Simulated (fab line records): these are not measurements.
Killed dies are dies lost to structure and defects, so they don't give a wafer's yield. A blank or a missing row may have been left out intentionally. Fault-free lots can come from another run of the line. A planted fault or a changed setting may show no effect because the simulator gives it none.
fab line records    flow n5Finfet
record lots=7  wafers=21
route steps=1938 shown BEOL_M2@881 BEOL_M3@974 BEOL_M5@1140 BEOL_M7@1299
startH: hours from the record's opening day to when the first of the lot's shown wafers began    waitH: hours elapsed since this lot's preceding step    " same as the row above    L1.1+2: several wafers, shown together as one row    - no value, or no start given    * or withheld: withheld    < > ~ a bound
route shown NAME@n: names a module that has steps shown in the file, with the first one's number in the route    usual: mean/standard deviation taken from wafers without a fault    same: alike in all rows    chamber/n: place in a boat    sites: readings site by site    _std_site: their standard deviation    _edge_site: inner sites' mean taken away from outer sites' mean    radiusMm: how far each site lies from the wafer's centre    mask NAME#n: copy n    behind: tool/chamber where the wafer was last shaped    hold: what put the lot on hold/how long, in hours/how the hold closed    device: the transistor (n, p or np) that didn't switch    end of line: tests of these same wafers at the route's end    a step with no rows: only its recipe    killed: dies that structure and defects cost at the first sort, which is not the same as the wafer's yield    map: dies across one wafer; x = killed, . = not, _ = none there
set.NAME: the run value of the setting; set.NAME@STEP: its run value at that earlier step    model.NAME: the simulator's own value behind a step, which no gauge read
one table per step and one row per wafer, for lots whose settings were changed on purpose
## steps
# step N5_BEOL_M2_ETCH_69
# recipe chemistry=CF4  target=SiARC  targetDepthA=156  maskMaterial=CAR-EUV  timeS=26  ionEnergyEv=80  pressureMtorr=40  sourceW=545  biasW=36  Ar_flow_sccm=100  cf4FlowSccm=100  ends=cleared
# usual rfVppV=184.5/1.1
lot.wafer  tool        chamber  startH  waitH  set.biasW  rfVppV
L074.2     rieDiel-03  1        177.95  0.0    36         183.0
L074.4     "           2        "       "      36         184.8
L074.5     "           0        "       "      36         185.9
L080.2     rieDiel-05  2        182.10  0.0    36         186.3
L080.3     "           0        "       "      33.72      175.8
L080.6     "           3        "       "      36         186.2
L083.2     rieDiel-03  1        189.08  0.0    36         183.5
L083.5     "           2        "       "      38.16      190.5
L083.6     "           1        "       "      36         184.8
L084.1     rieDiel-05  2        194.11  0.0    40.29      200.6
L084.2     "           0        "       "      36         184.3
L084.3     "           1        "       "      36         183.7
L087.2     rieDiel-01  1        222.02  0.0    36         185.1
L087.4     "           0        "       "      36         185.4
L087.5     "           1        "       "      36         185.2
L092.2     rieDiel-05  3        243.95  0.0    36         185.3
L092.4     "           0        "       "      41.54      201.5
L092.6     "           1        "       "      41.54      202.1
L094.1     rieDiel-01  0        269.32  0.0    32.85      172.6
L094.4     "           3        "       "      36         185.3
L094.5     "           1        "       "      32.85      173.6
# step N5_BEOL_M2_ETCH_70
# recipe chemistry=N2/H2  target=SOC  targetDepthA=800  overetchA=240  maskMaterial=SiARC  tempC=40  timeS=130  ionEnergyEv=200  pressureMtorr=30  sourceW=840  biasW=150  n2FlowSccm=200  h2FlowSccm=200
# usual rfVppV=525.2/2.5
lot.wafer  tool        chamber  startH  waitH  set.sourceW  rfVppV
L074.2     rieDiel-01  1        180.54  0.0    840          525.1
L074.4     "           0        "       "      840          525.4
L074.5     "           1        "       "      840          523.7
L080.2     rieDiel-05  0        185.87  0.0    840          521.0
L080.3     "           2        "       "      840          528.1
L080.6     "           2        "       "      765.2        545.1
L083.2     rieDiel-05  1        192.17  0.0    840          521.3
L083.5     "           1        "       "      974.1        496.9
L083.6     "           0        "       "      840          522.7
L084.1     rieDiel-03  1        197.48  0.0    728.3        547.7
L084.2     "           2        "       "      840          524.7
L084.3     "           3        "       "      728.3        546.1
L087.2     rieDiel-01  2        231.19  0.0    840          525.8
L087.4     "           3        "       "      892.1        516.0
L087.5     "           2        "       "      840          526.2
L092.2     rieDiel-03  2        257.38  0.0    840          523.6
L092.4     "           1        "       "      840          525.2
L092.6     "           3        "       "      703.8        561.8
L094.1     rieDiel-01  1        276.71  0.0    840          525.5
L094.4     "           3        "       "      840          526.1
L094.5     "           1        "       "      840          524.8
# step N5_BEOL_M3_ETCH_70
# recipe chemistry=N2/H2  target=SOC  targetDepthA=800  overetchA=160  maskMaterial=SiARC  tempC=40  timeS=120  ionEnergyEv=200  pressureMtorr=30  sourceW=840  biasW=150  n2FlowSccm=200  h2FlowSccm=200
lot.wafer  tool        chamber  startH  waitH  set.timeS  model.SiARC_of_BEOL_M3_COAT_68.thkNm
L074.2     rieDiel-04  0        189.49  0.0    120        6.4
L074.4     "           3        "       "      120        6.2
L074.5     "           0        "       "      120        6.6
L080.2     rieDiel-04  0        196.99  0.0    140.8      5.6
L080.3     "           3        "       "      120        6
L080.6     "           1        "       "      120        6.6
L084.1     rieDiel-04  0        212.04  0.0    95.44      7.6
L084.2     "           1        "       "      95.44      7.8
L084.3     "           3        "       "      120        6.2
L083.2     rieDiel-06  0        212.13  0.0    120        6
L083.5     "           3        "       "      120        6.2
L083.6     "           2        "       "      120        6.6
L087.2     rieDiel-06  2        266.51  0.0    120        6.8
L087.4     "           3        "       "      99.98      7.4
L087.5     "           3        "       "      120        6.6
L092.2+4   rieDiel-04  0        271.10  0.0    120        6
L092.6     "           3        "       "      98.34      7.2
L094.1     rieDiel-02  1        300.34  0.0    133.1      6
L094.4     "           3        "       "      120        6.8
L094.5     "           1        "       "      120        6.6
# step N5_BEOL_M3_TRENCH_ETCH_37
# recipe chemistry=C4F6/O2  targetDepthA=555.55  target=SiOC  timeS=29.2  ionEnergyEv=250  pressureMtorr=30  sourceW=355  biasW=185  Ar_flow_sccm=300  C4F6_flow_sccm=10  O2_flow_sccm=10
lot.wafer  tool        chamber  startH  waitH  set.timeS  model.BEOL_M3.featureDepthNm  model.etch.depthNm
L074.2     rieDiel-04  0        -       -      29.2       53.2                          53.28
L074.4     "           3        "       "      29.2       57.4                          57.49
L074.5     "           0        "       "      29.2       53.6                          53.54
L080.2     rieDiel-04  0        -       -      35.24      64.6                          64.66
L080.3     "           3        "       "      35.24      69.8                          69.71
L080.6     "           1        "       "      29.2       54.8                          54.71
L084.1     rieDiel-04  0        -       -      29.2       53.6                          53.59
L084.2     "           1        "       "      32.7       61.4                          61.49
L084.3     "           3        "       "      32.7       64                            63.92
L083.2     rieDiel-06  0        -       -      29.2       57.8                          57.77
L083.5     "           3        "       "      29.2       56                            55.92
L083.6     "           2        "       "      29.2       54.8                          54.74
L087.2     rieDiel-06  2        -       -      29.2       54                            53.95
L087.4     "           3        "       "      29.2       55                            54.91
L087.5     "           3        "       "      29.2       55                            55.03
L092.2     rieDiel-04  0        -       -      29.2       57                            56.95
L092.4     "           0        "       "      32.87      64.4                          64.31
L092.6     "           3        "       "      29.2       56.6                          56.68
L094.1     rieDiel-02  1        -       -      22.79      42.6                          42.6
L094.4     "           3        "       "      29.2       54.4                          54.32
L094.5     "           1        "       "      22.79      42.2                          42.19
# step N5_BEOL_M3_ETCH_41
# recipe chemistry=CH3F/O2  target=SiCN  targetDepthA=299  taperDeg=2  timeS=52.5  ionEnergyEv=120  maskMaterial=TiN  pressureMtorr=30  sourceW=395  biasW=75  Ar_flow_sccm=150  CH3F_flow_sccm=30  O2_flow_sccm=20
# step N5_BEOL_M3_STRIP_97
# recipe chemistry=N2/H2  timeS=10  powerW=450  tempC=40  pressureMtorr=20  rfFrequencyHz=6e+07  biasPowerW=7  n2FlowSccm=200  h2FlowSccm=200
# step N5_BEOL_M3_OCD_MEAS_38
# usual trenchDepthNm=55.1/1.4
lot.wafer  tool    chamber  startH  waitH  set.timeS@BEOL_M3_TRENCH_ETCH_37  trenchDepthNm
L074.2     ocd-02  -        189.85  -      29.2                              53.3
L074.4     "       -        "       "      29.2                              57.5
L074.5     "       -        "       "      29.2                              53.0
L080.2     ocd-02  -        197.35  -      35.24                             64.7
L080.3     "       -        "       "      35.24                             69.5
L080.6     "       -        "       "      29.2                              54.7
L084.1     ocd-02  -        212.39  -      29.2                              53.8
L084.2     "       -        "       "      32.7                              61.6
L084.3     "       -        "       "      32.7                              63.5
L083.2     ocd-02  -        212.48  -      29.2                              57.7
L083.5     "       -        "       "      29.2                              56.2
L083.6     "       -        "       "      29.2                              54.5
L087.2     ocd-01  -        266.86  -      29.2                              53.9
L087.4     "       -        "       "      29.2                              55.2
L087.5     "       -        "       "      29.2                              55.2
L092.2     ocd-01  -        271.45  -      29.2                              57.1
L092.4     "       -        "       "      32.87                             64.3
L092.6     "       -        "       "      29.2                              57.1
L094.1     ocd-01  -        300.70  -      22.79                             43.1
L094.4     "       -        "       "      29.2                              54.9
L094.5     "       -        "       "      22.79                             41.9
# step N5_BEOL_M5_COAT_66
# recipe resist=SiARC  tempC=220  timeS=60  spinRpm=1500  resistThkNm=12
lot.wafer   tool           chamber  startH  waitH  set.spinRpm  model.SiARC_of_BEOL_M5_COAT_66.thkNm
L080.2+3+6  lithoTrack-04  0        -       -      1500         12
L074.2+4+5  lithoTrack-04  0        -       -      1500         12
L084.1      lithoTrack-02  0        -       -      1595         11.8
L084.2+3    "              0        "       "      1500         12
L083.2      lithoTrack-03  0        -       -      1389         12.4
L083.5+6    "              0        "       "      1500         12
L087.2+4    lithoTrack-02  0        -       -      1500         12
L087.5      "              0        "       "      1644         11.4
L092.2      lithoTrack-04  0        -       -      1500         12
L092.4+6    "              0        "       "      1665         11.4
L094.1      lithoTrack-03  0        -       -      1426         12.4
L094.4+5    "              0        "       "      1500         12
# step N5_BEOL_M5_COAT_22
# recipe resist=CAR-EUV  spinRpm=1500  resistThkNm=30
lot.wafer   tool           chamber  startH  waitH  set.spinRpm  model.CAR-EUV_of_BEOL_M5_COAT_22.thkNm
L080.2+3+6  lithoTrack-04  0        -       -      1500         30
L074.2+4+5  lithoTrack-04  0        -       -      1500         30
L084.1+2+3  lithoTrack-02  0        -       -      1500         30
L083.2      lithoTrack-03  0        -       -      1617         29
L083.5      "              0        "       "      1500         30.2
L083.6      "              0        "       "      1617         28.8
L087.2+5    lithoTrack-02  0        -       -      1500         30
L087.4      "              0        "       "      1423         30.8
L092.2+4+6  lithoTrack-04  0        -       -      1500         30
L094.1      lithoTrack-03  0        -       -      1500         30.2
L094.4+5    "              0        "       "      1500         30
# step N5_BEOL_M5_EBR_24
# recipe solvent=PGMEA  ebrWidthMm=1.5
# step N5_BEOL_M5_SOFTBAKE_23
# recipe tempC=110  timeS=60  resist=CAR-EUV
# step N5_BEOL_M5_DESCUM_33
# recipe chemistry=O2  timeS=7  sourcePowerW=50  biasPowerW=20  pressureMtorr=20  rfFrequencyHz=2.712e+07  tempC=40  resist=CAR-EUV  o2FlowSccm=225
lot.wafer   tool        chamber  startH  waitH  set.spinRpm@BEOL_M5_COAT_22  model.CAR-EUV_of_BEOL_M5_COAT_22.thkNm
L080.2+3+6  rieDiel-02  0,1,0    215.29  0.4    1500                         26
L074.2+4+5  rieDiel-04  3,1,0    218.53  0.0    1500                         26
L084.1+3    rieDiel-04  2,3      245.30  0.4    1500                         26.2
L084.2      "           1        "       "      1500                         26
L083.2+6    rieDiel-02  2,3      245.43  0.3    1617                         25
L083.5      "           0        "       "      1500                         26.2
L087.2      rieDiel-06  2        288.39  0.0    1500                         26
L087.4      "           1        "       "      1423                         26.8
L087.5      "           3        "       "      1500                         26.2
L092.2+6    rieDiel-02  3,2      295.09  0.0    1500                         26.2
L092.4      "           1        "       "      1500                         26
L094.1+4+5  rieDiel-02  3,1,2    320.64  0.3    1500                         26.2
# step N5_BEOL_M5_ETCH_75
# recipe chemistry=N2/H2  target=underlayer  targetDepthA=65  maskMaterial=CAR-EUV  timeS=5.2  ionEnergyEv=200  pressureMtorr=30  sourceW=840  biasW=150  n2FlowSccm=200  h2FlowSccm=200  ends=cleared
# step N5_BEOL_M5_ETCH_67
# recipe chemistry=CF4  target=SiARC  targetDepthA=156  maskMaterial=CAR-EUV  timeS=26  ionEnergyEv=80  pressureMtorr=40  sourceW=545  biasW=36  Ar_flow_sccm=100  cf4FlowSccm=100  ends=cleared
lot.wafer  tool        chamber  startH  waitH  set.spinRpm@BEOL_M5_COAT_66  model.etch.depthNm
L080.2     rieDiel-02  0        215.34  0.0    1500                         12.08
L080.3     "           1        "       "      1500                         12.09
L080.6     "           0        "       "      1500                         12.05
L074.2+5   rieDiel-04  3,0      218.59  0.0    1500                         12.06
L074.4     "           1        "       "      1500                         12.08
L084.1     rieDiel-04  2        245.35  0.0    1595                         11.71
L084.2     "           1        "       "      1500                         12.08
L084.3     "           3        "       "      1500                         12.1
L083.2     rieDiel-02  2        245.48  0.0    1389                         12.45
L083.5     "           0        "       "      1500                         11.99
L083.6     "           3        "       "      1500                         12.01
L087.2     rieDiel-06  2        288.44  0.0    1500                         12
L087.4     "           1        "       "      1500                         12.01
L087.5     "           3        "       "      1644                         11.47
L092.2     rieDiel-02  3        295.14  0.0    1500                         11.96
L092.4     "           1        "       "      1665                         11.39
L092.6     "           2        "       "      1665                         11.36
L094.1     rieDiel-02  3        320.69  0.0    1426                         12.39
L094.4     "           1        "       "      1500                         12.07
L094.5     "           2        "       "      1500                         12.06
# step N5_BEOL_M5_ETCH_68
# recipe chemistry=N2/H2  target=SOC  targetDepthA=800  overetchA=160  maskMaterial=SiARC  tempC=40  timeS=120  ionEnergyEv=200  pressureMtorr=30  sourceW=840  biasW=150  n2FlowSccm=200  h2FlowSccm=200
lot.wafer   tool        chamber  startH  waitH  set.spinRpm@BEOL_M5_COAT_66  model.SiARC_of_BEOL_M5_COAT_66.thkNm
L080.2+3+6  rieDiel-02  0,1,0    215.37  0.0    1500                         6.6
L074.2      rieDiel-04  3        218.61  0.0    1500                         6.2
L074.4      "           1        "       "      1500                         6.6
L074.5      "           0        "       "      1500                         6.4
L084.1      rieDiel-04  2        245.38  0.0    1595                         6
L084.2      "           1        "       "      1500                         6.6
L084.3      "           3        "       "      1500                         6.2
L083.2      rieDiel-02  2        245.51  0.0    1389                         7
L083.5+6    "           0,3      "       "      1500                         6.6
L087.2      rieDiel-06  2        288.47  0.0    1500                         6.8
L087.4      "           1        "       "      1500                         6.4
L087.5      "           3        "       "      1644                         6
L092.2      rieDiel-02  3        295.16  0.0    1500                         6.8
L092.4+6    "           1,2      "       "      1665                         6
L094.1      rieDiel-02  3        320.72  0.0    1426                         7.2
L094.4+5    "           1,2      "       "      1500                         6.6
# step N5_BEOL_M7_DESCUM_33
# recipe chemistry=O2  timeS=7  sourcePowerW=50  biasPowerW=20  pressureMtorr=20  rfFrequencyHz=2.712e+07  tempC=40  resist=CAR-EUV  o2FlowSccm=225
lot.wafer   tool        chamber  startH  waitH  set.timeS  model.CAR-EUV_of_BEOL_M7_COAT_22.thkNm
L080.2+3    rieDiel-02  0,2      244.82  0.7    7          26.2
L080.6      "           2        "       "      6.028      26.6
L074.2+4+5  rieDiel-06  3,1,1    244.87  0.7    7          26
L083.2+5    rieDiel-04  2,0      263.53  0.9    7          26.2
L083.6      "           2        "       "      7          26
L084.1      rieDiel-04  2        263.97  1.2    7          26.2
L084.2      "           0        "       "      5.847      26.6
L084.3      "           3        "       "      7          26
L087.2      rieDiel-06  0        305.86  0.0    8.551      25.2
L087.4+5    "           2        "       "      7          26.2
L092.2      rieDiel-02  1        315.37  0.0    7          26
L092.4+6    "           2        "       "      8.264      25.4
L094.1+5    rieDiel-04  1,2      345.41  0.1    7          26
L094.4      "           2        "       "      7.744      25.6
# step N5_BEOL_M7_ETCH_72
# recipe chemistry=N2/H2  target=underlayer  targetDepthA=65  maskMaterial=CAR-EUV  timeS=5.2  ionEnergyEv=200  pressureMtorr=30  sourceW=840  biasW=150  n2FlowSccm=200  h2FlowSccm=200  ends=cleared
lot.wafer   tool        chamber  startH  waitH  set.timeS@BEOL_M7_DESCUM_33  model.CAR-EUV_of_BEOL_M7_COAT_22.thkNm
L080.2+3    rieDiel-02  0,2      244.86  0.0    7                            20.4
L080.6      "           2        "       "      6.028                        20.8
L074.2      rieDiel-06  3        244.91  0.0    7                            20.4
L074.4+5    "           1        "       "      7                            20.2
L083.2+5+6  rieDiel-04  2,0,2    263.56  0.0    7                            20.4
L084.1+3    rieDiel-04  2,3      264.00  0.0    7                            20.4
L084.2      "           0        "       "      5.847                        21
L087.2      rieDiel-06  0        305.90  0.0    8.551                        19.6
L087.4+5    "           2        "       "      7                            20.4
L092.2      rieDiel-02  1        315.41  0.0    7                            20.4
L092.4+6    "           2        "       "      8.264                        19.6
L094.1      rieDiel-04  1        345.44  0.0    7                            20.2
L094.4      "           2        "       "      7.744                        20
L094.5      "           2        "       "      7                            20.4
# step N5_BEOL_M7_ETCH_65
# recipe chemistry=CF4  target=SiARC  targetDepthA=156  maskMaterial=CAR-EUV  timeS=26  ionEnergyEv=80  pressureMtorr=40  sourceW=545  biasW=36  Ar_flow_sccm=100  cf4FlowSccm=100  ends=cleared
lot.wafer   tool        chamber  startH  waitH  set.timeS@BEOL_M7_DESCUM_33  model.CAR-EUV_of_BEOL_M7_COAT_22.thkNm
L080.2+3    rieDiel-02  0,2      244.87  0.0    7                            11.2
L080.6      "           2        "       "      6.028                        11.6
L074.2      rieDiel-06  3        244.92  0.0    7                            11.2
L074.4+5    "           1        "       "      7                            11
L083.2+5+6  rieDiel-04  2,0,2    263.58  0.0    7                            11.2
L084.1      rieDiel-04  2        264.02  0.0    7                            11.2
L084.2      "           0        "       "      5.847                        11.8
L084.3      "           3        "       "      7                            11
L087.2      rieDiel-06  0        305.91  0.0    8.551                        10.4
L087.4+5    "           2        "       "      7                            11.2
L092.2      rieDiel-02  1        315.42  0.0    7                            11.2
L092.4+6    "           2        "       "      8.264                        10.4
L094.1+5    rieDiel-04  1,2      345.46  0.0    7                            11.2
L094.4      "           2        "       "      7.744                        10.8
# step N5_BEOL_M7_ETCH_41
# recipe chemistry=CH3F/O2  target=SiCN  targetDepthA=319  taperDeg=2  timeS=57.8  ionEnergyEv=120  maskMaterial=TiN  pressureMtorr=30  sourceW=395  biasW=75  Ar_flow_sccm=150  CH3F_flow_sccm=30  O2_flow_sccm=20
# usual rfVppV=297.9/1.6
lot.wafer  tool        chamber  startH  waitH  set.sourceW  rfVppV
L080.2     rieDiel-02  0        -       -      459.2        280.1
L080.3     "           2        "       "      395          296.9
L080.6     "           2        "       "      459.2        284.6
L074.2     rieDiel-06  3        -       -      395          296.1
L074.4     "           1        "       "      395          300.3
L074.5     "           1        "       "      395          300.1
L083.2     rieDiel-04  2        -       -      453.4        285.1
L083.5     "           0        "       "      395          300.1
L083.6     "           2        "       "      395          298.4
L084.1     rieDiel-04  2        -       -      395          298.7
L084.2     "           0        "       "      395          298.9
L084.3     "           3        "       "      453.8        284.7
L087.2     rieDiel-06  0        -       -      395          297.2
L087.4     "           2        "       "      435.8        288.6
L087.5     "           2        "       "      395          298.9
L092.2     rieDiel-02  1        -       -      395          296.2
L092.4     "           2        "       "      395          297.7
L092.6     "           2        "       "      354.3        310.4
L094.1     rieDiel-04  1        -       -      395          297.4
L094.4     "           2        "       "      329.5        318.4
L094.5     "           2        "       "      329.5        317.6
## key
split step=N5_BEOL_M2_ETCH_69  setting=biasW  stated=36  by=wafer
response step=N5_BEOL_M2_ETCH_69  reading=rfVppV  change=+1.25  per=1%  r=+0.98
split step=N5_BEOL_M2_ETCH_70  setting=sourceW  stated=840  by=wafer
response step=N5_BEOL_M2_ETCH_70  reading=rfVppV  change=-1.9  per=1%  r=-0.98
split step=N5_BEOL_M3_ETCH_70  setting=timeS  stated=120  by=wafer
response step=N5_BEOL_M3_ETCH_70  reading=model.SiARC_of_BEOL_M3_COAT_68.thkNm  change=-0.0581  per=1%  r=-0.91
split step=N5_BEOL_M3_TRENCH_ETCH_37  setting=timeS  stated=29.2  by=wafer
response step=N5_BEOL_M3_TRENCH_ETCH_37  reading=model.BEOL_M3.featureDepthNm  change=+0.598  per=1%  r=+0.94
response step=N5_BEOL_M3_TRENCH_ETCH_37  reading=model.etch.depthNm  change=+0.597  per=1%  r=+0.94
response step=N5_BEOL_M3_OCD_MEAS_38  reading=trenchDepthNm  change=+0.599  per=1%  r=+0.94
split step=N5_BEOL_M5_COAT_66  setting=spinRpm  stated=1500  by=wafer
response step=N5_BEOL_M5_COAT_66  reading=model.SiARC_of_BEOL_M5_COAT_66.thkNm  change=-0.0558  per=1%  r=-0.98
response step=N5_BEOL_M5_ETCH_67  reading=model.etch.depthNm  change=-0.0569  per=1%  r=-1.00
response step=N5_BEOL_M5_ETCH_68  reading=model.SiARC_of_BEOL_M5_COAT_66.thkNm  change=-0.0692  per=1%  r=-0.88
split step=N5_BEOL_M5_COAT_22  setting=spinRpm  stated=1500  by=wafer
response step=N5_BEOL_M5_COAT_22  reading=model.CAR-EUV_of_BEOL_M5_COAT_22.thkNm  change=-0.163  per=1%  r=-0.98
response step=N5_BEOL_M5_DESCUM_33  reading=model.CAR-EUV_of_BEOL_M5_COAT_22.thkNm  change=-0.149  per=1%  r=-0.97
split step=N5_BEOL_M7_DESCUM_33  setting=timeS  stated=7  by=wafer
response step=N5_BEOL_M7_DESCUM_33  reading=model.CAR-EUV_of_BEOL_M7_COAT_22.thkNm  change=-0.0366  per=1%  r=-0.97
response step=N5_BEOL_M7_ETCH_72  reading=model.CAR-EUV_of_BEOL_M7_COAT_22.thkNm  change=-0.0364  per=1%  r=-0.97
response step=N5_BEOL_M7_ETCH_65  reading=model.CAR-EUV_of_BEOL_M7_COAT_22.thkNm  change=-0.0384  per=1%  r=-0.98
split step=N5_BEOL_M7_ETCH_41  setting=sourceW  stated=395  by=wafer
response step=N5_BEOL_M7_ETCH_41  reading=rfVppV  change=-1.04  per=1%  r=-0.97
